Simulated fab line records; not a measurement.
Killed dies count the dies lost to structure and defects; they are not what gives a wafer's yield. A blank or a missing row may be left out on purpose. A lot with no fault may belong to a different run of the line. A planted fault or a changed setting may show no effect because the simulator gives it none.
Chamber matching ; flow n5_finfet ; rie_diel-02 running N5_BEOL_M6_STRIP_67: 4 sister chambers
The step strips in CF4. 4 wafers are shown with their chamber, then 10 later ones without.

== EACH WAFER AND ITS CHAMBER ==
wafer;chamber;drypump_motor_current_A (A)
L091.4;2;5.8
L091.5;1;5.2
L095.4;0;6.1
L095.5;3;4.8

== WAFERS WHOSE CHAMBER IS MISSING ==
wafer;drypump_motor_current_A (A)
L095.6;5.8
L094.1;5.2
L094.3;5.8
L094.5;6.1
L097.2;4.9
L097.3;6.1
L097.5;5.2
L096.3;4.9
L096.5;6.1
L096.6;5.2

== WHICH CHAMBER EACH WENT THROUGH ==
wafer;from the rows above;in truth
L095.6;2;2
L094.1;1;1
L094.3;2;2
L094.5;0;0
L097.2;3;3
L097.3;0;0
L097.5;1;1
L096.3;3;3
L096.5;0;0
L096.6;1;1
10 of 10 placed correctly. Number that these rows cannot place: 0. Number placed wrongly: 0.
How it was worked out, from the rows above alone: a wafer's distance from a chamber is the root of the sum, over the readings, of the square of ((its reading less the chamber's mean) divided by the reading's scatter). The wafer belongs to the nearest chamber; if the next one is less than 2 further off, it can't be placed. Each chamber's mean is taken over the wafers shown for it. The scatter: with one shown wafer a chamber, the root of the mean of the squares of how far each hidden wafer lies from its nearest shown one.
